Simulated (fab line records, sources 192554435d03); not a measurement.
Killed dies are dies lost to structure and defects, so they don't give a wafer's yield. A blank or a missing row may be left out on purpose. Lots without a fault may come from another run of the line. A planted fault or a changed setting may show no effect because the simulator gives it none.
A struck lot beside a sound one | flow n5_finfet | 36 steps out of a route of 1938
Sound: wafers L315.1, L315.4, L315.5. Struck: wafer L316.2. (L316.1, L316.4 of the same lot were not struck and are left out.) The cause comes at the end.
At each step with rows: each side's tool, then ch and its chambers, then its first start. Under that, the readings that differ: sound wafers | struck wafers | difference of the means | sigmas: that difference in standard deviations of wafers without a fault.
alike: readings whose means differ by less than 2 such deviations, and words and numbers that are the same on both sides. not compared: withheld readings, readings that some wafer has no value for, bounds like >300 that may hide the same value, and numbers for which the record gives no deviation and whose values overlap.
The two part at a step that has a row with sigmas, a row that says differs or no value, or rows on one side only. Numbers that don't overlap but have no deviation are shown without sigmas and don't part them. A reading that every wafer of one side lacks parts them only if that side has two wafers or more.

first, 9 steps without rows for these wafers: N5_BEOL_M6_ALD_77 (deposits TaN, target thk 2 nm, pulse time 2 s, purge time 3 s); N5_BEOL_M6_SURFACE_TREAT_79; N5_BEOL_M6_CVD_78 (deposits Co from CCTBA/H2, target thk 2 nm, time 142.3 s); N5_BEOL_M6_SPUTTER_48 (material Cu, target thk 10 nm, time 1.667 s); N5_BEOL_M6_ECD_50 (material Cu, target thk 300 nm); N5_BEOL_M6_ANNEAL_51 (time 90 s); N5_BEOL_M6_CMP_52 (polishes, stops on SiCOH lowk, t overpolish 6.9 s, target thk 80 nm); N5_BEOL_M6_PRE_CLEAN_55 (time 15 s); N5_BEOL_M6_DEP_56 (deposits SiCN from 3MS/NH3, target thk 10 nm, time 17.5 s).
N5_BEOL_M7_ILD_DEP_00: deposits SiCOH lowk from DEMS/porogen, target thk 179.75 nm, time 33.4 s.
  sound on pecvd-01 ch 0,1,2, day 10 19:56; struck on pecvd-01 ch 2, day 11 17:11
  reading                                            | sound           | struck | difference | sigmas
  model.SiCOH_lowk_of_BEOL_M7_ILD_DEP_00.thk_nm (nm) | 180.6 181.8 181 | 196.8  | +15.7      |
  alike: heater_power_w, showerhead_plenum_p_Torr, throttle_valve_pct
then, 1 step without rows for these wafers: N5_BEOL_M7_CURE_74 (cures SiCOH lowk, time 240 s).
N5_BEOL_M7_THK_MEAS_01:
  sound on film_metro-01, day 10 20:31; struck on film_metro-01, day 11 17:46
  reading         | sound             | struck | difference | sigmas
  M7_ILD_THK (nm) | 155.8 156.6 156.2 | 169.9  | +13.7      | +7
then, 23 steps without rows for these wafers: N5_BEOL_M7_PECVD_70 (deposits SiO2 from TEOS/O2, target thk 20 nm, time 22.7 s); N5_BEOL_M7_HM_DEP_02 (deposits TiN, target thk 20 nm); N5_BEOL_M7_COAT_59 (time 60 s, resist thk 100 nm); N5_BEOL_M7_COAT_60 (time 60 s, resist thk 35 nm); N5_BEOL_M7_COAT_05 (resist thk 90 nm); N5_BEOL_M7_EBR_07; N5_BEOL_M7_SOFTBAKE_06 (time 60 s); N5_BEOL_M7_EXPOSE_08 (exposes mask M7); N5_BEOL_M7_PEB_09 (peb time 60 s); N5_BEOL_M7_DEVELOP_10 (develop time 30 s); N5_BEOL_M7_DESCUM_16 (chemistry O2, time 7.9 s); N5_BEOL_M7_ETCH_61 (etches SiARC in CF4, target depth 45.5 nm, time 75.8 s); N5_BEOL_M7_ETCH_62 (etches SOC in N2/H2, target depth 110 nm, overetch 22 nm, time 165 s); N5_BEOL_M7_STRIP_68 (strips in N2/H2); N5_BEOL_M7_STRIP_67 (strips in CF4); N5_BEOL_M7_HM_OPEN_17 (chemistry Cl2/BCl3, target TiN, target depth 20 nm, overetch 6 nm); N5_BEOL_M7_STRIP_19 (strips in O2); N5_BEOL_M7_COAT_63 (time 60 s, resist thk 60 nm); N5_BEOL_M7_COAT_64 (time 60 s, resist thk 12 nm); N5_BEOL_M7_COAT_71 (time 60 s, resist thk 5 nm); N5_BEOL_M7_COAT_22 (resist thk 30 nm); N5_BEOL_M7_EBR_24; N5_BEOL_M7_SOFTBAKE_23 (time 60 s).
N5_BEOL_M7_CMP_52: polishes, stops on SiCOH lowk, t overpolish 6.9 s, target thk 80 nm.
  sound on cmp-01 ch 0,2, day 11 04:31; struck on cmp-01 ch 3, day 12 00:30
  reading                                            | sound             | struck | difference | sigmas
  motor_current_A (A)                                | 6.2 6.5 6.4       | 5.0    | -1.4       | -2
  model.SiCOH_lowk_of_BEOL_M7_ILD_DEP_00.thk_nm (nm) | 152.8 153.8 153.2 | 166.8  | +13.5      |
  alike: edge_zone_pressure_frac

WHERE THEY PART
First at N5_BEOL_M7_THK_MEAS_01; last, within this record, at N5_BEOL_M7_CMP_52.

WHY: what the simulator had put in
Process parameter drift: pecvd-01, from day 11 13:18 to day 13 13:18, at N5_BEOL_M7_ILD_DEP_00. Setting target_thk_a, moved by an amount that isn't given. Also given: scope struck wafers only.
